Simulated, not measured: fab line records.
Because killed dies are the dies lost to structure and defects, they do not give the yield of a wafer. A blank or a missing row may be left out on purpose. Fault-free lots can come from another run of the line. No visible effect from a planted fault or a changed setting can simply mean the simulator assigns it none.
Split-lot experiment || flow n5-finfet || on a route of 1938 steps: 7 lots, 21 wafers read

## THE SPLIT ITSELF
At N5_BEOL_M3_ILD_DEP_00 (deposits SiOC from DEMS/O2, target thk 79 nm, time 15.3 s), the setting time-s was moved away from the recipe's 15.3 s on 6 of the 21 wafers read, by -11.0% to +13.8%. For the rest of the wafers, this setting stayed at what the recipe calls for.

The file shows no step between the split and the reading.

## THE READING
M3_ILD_THK in nanometres, read at N5_BEOL_M3_THK_MEAS_01. A value of 79.3 nm with a standard deviation of 1.1 nm is what fault-free wafers of this fab line usually give.

{"wafer": "L080.1", "tool, chamber at the split": "pecvd-04, 1", "time-s as run, s": 15.3, "against the recipe": "recipe", "M3_ILD_THK, nm": 79.5, "against lot-mates on the recipe": "-"}
{"wafer": "L080.2", "tool, chamber at the split": "pecvd-04, 0", "time-s as run, s": 15.3, "against the recipe": "recipe", "M3_ILD_THK, nm": 76.9, "against lot-mates on the recipe": "-"}
{"wafer": "L080.5", "tool, chamber at the split": "pecvd-04, 0", "time-s as run, s": 15.3, "against the recipe": "recipe", "M3_ILD_THK, nm": 79.3, "against lot-mates on the recipe": "-"}
{"wafer": "L081.3", "tool, chamber at the split": "pecvd-01, 0", "time-s as run, s": 13.62, "against the recipe": "-11.0%", "M3_ILD_THK, nm": 70.5, "against lot-mates on the recipe": -9.9}
{"wafer": "L081.4", "tool, chamber at the split": "pecvd-01, 0", "time-s as run, s": 15.3, "against the recipe": "recipe", "M3_ILD_THK, nm": 81.0, "against lot-mates on the recipe": "-"}
{"wafer": "L081.6", "tool, chamber at the split": "pecvd-01, 1", "time-s as run, s": 15.3, "against the recipe": "recipe", "M3_ILD_THK, nm": 79.8, "against lot-mates on the recipe": "-"}
{"wafer": "L084.1", "tool, chamber at the split": "pecvd-03, 2", "time-s as run, s": 15.3, "against the recipe": "recipe", "M3_ILD_THK, nm": 77.9, "against lot-mates on the recipe": "-"}
{"wafer": "L084.4", "tool, chamber at the split": "pecvd-03, 0", "time-s as run, s": 17.41, "against the recipe": "+13.8%", "M3_ILD_THK, nm": 89.5, "against lot-mates on the recipe": "+11.7"}
{"wafer": "L084.5", "tool, chamber at the split": "pecvd-03, 2", "time-s as run, s": 15.3, "against the recipe": "recipe", "M3_ILD_THK, nm": 77.8, "against lot-mates on the recipe": "-"}
{"wafer": "L088.1", "tool, chamber at the split": "pecvd-04, 2", "time-s as run, s": 16.73, "against the recipe": "+9.3%", "M3_ILD_THK, nm": 86.7, "against lot-mates on the recipe": "+7.7"}
{"wafer": "L088.2", "tool, chamber at the split": "pecvd-04, 0", "time-s as run, s": 15.3, "against the recipe": "recipe", "M3_ILD_THK, nm": 78.5, "against lot-mates on the recipe": "-"}
{"wafer": "L088.3", "tool, chamber at the split": "pecvd-04, 1", "time-s as run, s": 15.3, "against the recipe": "recipe", "M3_ILD_THK, nm": 79.6, "against lot-mates on the recipe": "-"}
{"wafer": "L091.1", "tool, chamber at the split": "pecvd-01, 1", "time-s as run, s": 15.3, "against the recipe": "recipe", "M3_ILD_THK, nm": 77.4, "against lot-mates on the recipe": "-"}
{"wafer": "L091.5", "tool, chamber at the split": "pecvd-01, 2", "time-s as run, s": 15.3, "against the recipe": "recipe", "M3_ILD_THK, nm": 80.8, "against lot-mates on the recipe": "-"}
{"wafer": "L091.6", "tool, chamber at the split": "pecvd-01, 0", "time-s as run, s": 15.3, "against the recipe": "recipe", "M3_ILD_THK, nm": 79.3, "against lot-mates on the recipe": "-"}
{"wafer": "L093.1", "tool, chamber at the split": "pecvd-03, 1", "time-s as run, s": 14.05, "against the recipe": "-8.2%", "M3_ILD_THK, nm": 73.1, "against lot-mates on the recipe": -5.2}
{"wafer": "L093.2", "tool, chamber at the split": "pecvd-03, 2", "time-s as run, s": 15.3, "against the recipe": "recipe", "M3_ILD_THK, nm": 77.0, "against lot-mates on the recipe": "-"}
{"wafer": "L093.5", "tool, chamber at the split": "pecvd-03, 0", "time-s as run, s": 15.3, "against the recipe": "recipe", "M3_ILD_THK, nm": 79.7, "against lot-mates on the recipe": "-"}
{"wafer": "L095.3", "tool, chamber at the split": "pecvd-03, 2", "time-s as run, s": 16.83, "against the recipe": "+10.0%", "M3_ILD_THK, nm": 85.5, "against lot-mates on the recipe": "+6.3"}
{"wafer": "L095.4", "tool, chamber at the split": "pecvd-03, 2", "time-s as run, s": 15.3, "against the recipe": "recipe", "M3_ILD_THK, nm": 79.2, "against lot-mates on the recipe": "-"}
{"wafer": "L095.6", "tool, chamber at the split": "pecvd-03, 0", "time-s as run, s": 16.83, "against the recipe": "+10.0%", "M3_ILD_THK, nm": 86.5, "against lot-mates on the recipe": "+7.3"}

FIT RESULTS
A straight line over all 21 wafers: M3_ILD_THK changes by +0.752 nm for each +1% of time-s; r = +0.97; the points scatter about the line by 1.1 nm.
The same after taking each lot's own level away (the mean of its wafers on the recipe; 21 wafers): +0.784 nm for each +1%; r = +0.97; scatter 1.1 nm.
On that fit, the largest move of time-s shifts the reading by 11 nm.
Across the lots, their own levels run from 77.85 to 80.40 nm, a range of 2.3 times the standard deviation given above.
So the lot-to-lot level changes the slope little: the two slopes agree.
Check: with one of the wafers moved furthest among these (+13.8%) left out of the fit, the line predicts +10.4 nm for it against its lot-mates. It came out at +11.7 nm against them.

## FURTHER SPLITS ON THESE WAFERS
Note: prior to the reading, these wafers also went through further splits. Each is held against what the fit with the lots' levels taken away leaves over:
{"other split on the same wafers": "N5_BEOL_M0_ETCH_138 source-w", "wafers away from the commonest value": 9, "r with M3_ILD_THK (lot level and that fit taken away)": -0.26}
{"other split on the same wafers": "N5_BEOL_M2_DESCUM_16 time-s", "wafers away from the commonest value": 3, "r with M3_ILD_THK (lot level and that fit taken away)": -0.11}

## THE WHOLE CHAIN: every reading that the file lists as answering this split, in the file's order
{"step": "N5_BEOL_M3_ILD_DEP_00", "what it does": "deposits SiOC from DEMS/O2, target thk 79 nm, time 15.3 s", "reading": "SiOC_of_BEOL_M3_ILD_DEP_00.thk-nm (the simulator's own value, which no gauge read)", "change (the file's fit)": "+0.799 nm for each +1% of the setting", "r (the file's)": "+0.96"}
{"step": "N5_BEOL_M3_THK_MEAS_01", "what it does": "", "reading": "M3_ILD_THK", "change (the file's fit)": "+0.801 for each +1% of the setting", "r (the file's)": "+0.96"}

## THE FILE'S OWN FIT
M3_ILD_THK changes by +0.801 nm for each +1% of time-s, r = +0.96.
